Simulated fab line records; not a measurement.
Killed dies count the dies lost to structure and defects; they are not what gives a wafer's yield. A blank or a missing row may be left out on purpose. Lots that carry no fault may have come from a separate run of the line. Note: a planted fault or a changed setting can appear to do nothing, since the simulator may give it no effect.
Code-filled problem report in 8D (eight disciplines) form / flow n5Finfet / the parts of the form that need people (team, actions taken, sign-off) are left out

## 1. THE ISSUE
cathodeDcPowerW at N5_BEOL_M15_SPUTTER_43 reads a mean of 18783 W on 3 wafers of 2 lots; wafers without a fault read 15000 W with a standard deviation of 2.5. That is +99 or more standard deviations from the usual mean.
The step: material TaN, target thk 15 nm, time 24.19 s.
Earliest sighting: wafer L106.4 on pvdSputter-02 at day 12 01:32. At this step, 33 wafers from 11 lots have a number in the record. By rule, "out" or "out of limits" means more than 4 standard deviations away from the usual mean. The rest of the wafers with a number are treated as sound.

## 2. WHAT IT IS, WHAT IT ISN'T
question=which readings at this step | is=cathodeDcPowerW | is not=throttleValvePct
question=which lots | is=L106, L110 | is not=L104, L118, L119, L120, L121, L122, L124, L125, L126
question=which wafers of those lots | is=L106.4, L110.1, L110.6 | is not=L106.3, L106.6, L110.2
question=read on which tools | is=pvdSputter-02 | is not=pvdSputter-01, pvdSputter-03
question=when | is=from day 12 01:32 | is not=up to then (5 sound wafers); but 25 sound wafers of L110, L118, L119, L120, L121, L122, L124, L125, L126 came after

## 3. THE SUSPECTS, EACH WITH WHAT RULES IT OUT
Counting: if a tool at a process step up to the reading ran every lot that is out, it stays a suspect. Sound lots after the first of them don't rule it out here, since some wafers of a struck lot are sound.
- rieDiel-01 at N5_BEOL_M15_TRENCH_ETCH_34 (etches SiO2 in C4F8/O2/Ar, target depth 872.93 nm, time 199 s): kept. It ran every lot that is out, first L106 (day 11 23:13).
- pvdSputter-02 at N5_BEOL_M15_SPUTTER_43 (material TaN, target thk 15 nm, time 24.19 s): kept. Every lot that is out went through it, the first being L106 (day 12 01:32); the last sound lot it ran before that was L104 (day 11 17:08). On those wafers its own readings are out: cathodeDcPowerW.
- In rieDiel-01 at N5_BEOL_M15_TRENCH_ETCH_34, the wafers that are out were processed in chamber 1 and their sound lot-mates in chambers 0, 3.
The count leaves pvdSputter-02 at N5_BEOL_M15_SPUTTER_43 and rieDiel-01 at N5_BEOL_M15_TRENCH_ETCH_34.

## 4. THE CAUSE (what the simulator had put in)
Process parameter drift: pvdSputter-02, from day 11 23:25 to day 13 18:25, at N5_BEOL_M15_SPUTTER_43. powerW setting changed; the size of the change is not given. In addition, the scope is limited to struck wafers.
Of the 2 suspects that counting leaves, this tool is one.

## 5. THE EFFECT CHAIN, in route order
Each row: a reading where the mean over the struck wafers with a number is more than 3 standard deviations away from the usual. Only readings for which the record gives a usual standard deviation are gone through. hours: the time from each lot's start at the first step in this table that gives one to its start at this step, as a median over the lots. sigmas: the change in usual standard deviations.
hours=0; step=N5_BEOL_M15_SPUTTER_43; reading=cathodeDcPowerW; usual=15000 W; on struck wafers=18783; change=+3783; sigmas=+99 or more
hours=1; step=N5_BEOL_M15_CMP_49; reading=barrierFieldEndpointS; usual=11.41 s; on struck wafers=12.76; change=+1.35; sigmas=+5.2
It contains these process steps:
- N5_BEOL_M15_SPUTTER_43: material TaN, target thk 15 nm, time 24.19 s.
- N5_BEOL_M15_CMP_49: polishes, stops on SiO2, t overpolish 4.9 s, target thk 850 nm.
At these later measuring or inspecting steps, every struck wafer for which the step has a row has a number for every such reading, and none has moved that far: N5_BEOL_M15_INSPECT_55.

## 6. HOW IT WOULD HAVE BEEN CAUGHT EARLIER
2 hours passed between the start of the fault at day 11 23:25 and the first reading out of limits in this record, taken at day 12 01:32.
